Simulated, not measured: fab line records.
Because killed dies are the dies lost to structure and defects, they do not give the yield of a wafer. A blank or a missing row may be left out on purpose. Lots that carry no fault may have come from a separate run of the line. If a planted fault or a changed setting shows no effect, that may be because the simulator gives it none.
Matching of chambers | flow nand harc | NHARC_A_M1_CMP_23 on cmp-04: 4 sister chambers
The step polishes, t overpolish 20 s, target thk 154.34 nm. 4 wafers are shown with their chamber, then 7 later ones without.

== EACH WAFER AND ITS CHAMBER ==
wafer  | chamber | motor current A (A)
L080.5 | 2       | 12.9
L084.3 | 1       | 12.7
L089.2 | 0       | 12.2
L089.4 | 3       | 13.5

== WAFERS WITH NO CHAMBER GIVEN ==
wafer  | motor current A (A)
L089.6 | 11.4
L093.1 | 12.5
L093.2 | 13.3
L093.4 | 12.8
L095.3 | 12.6
L095.4 | 13.2
L095.6 | 14.0

== WHICH CHAMBER EACH WENT THROUGH ==
wafer  | from the rows above               | in truth
L089.6 | can't be placed: 0 or 1 or 2      | 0
L093.1 | can't be placed: 1 or 0 or 2      | 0
L093.2 | can't be placed: 3 or 2 or 1      | 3
L093.4 | can't be placed: 2 or 1 or 0 or 3 | 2
L095.3 | can't be placed: 1 or 2 or 0      | 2
L095.4 | can't be placed: 2 or 3 or 1 or 0 | 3
L095.6 | can't be placed: 3 or 2           | 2
Placed correctly: 0 of 7. Not placeable from these rows: 7 (in 7, the candidates include the true chamber). Placed wrongly: 0.
How it was worked out, from the rows above alone: a wafer's distance from a chamber is the root of the sum, over the readings, of the square of ((its reading less the chamber's mean) divided by the reading's scatter). The wafer belongs to the nearest chamber; if the next one is less than 2 further off, it can't be placed. For every chamber, the mean is computed from those of its wafers that are shown. The scatter: with one shown wafer a chamber, the root of the mean of the squares of how far each hidden wafer lies from its nearest shown one.
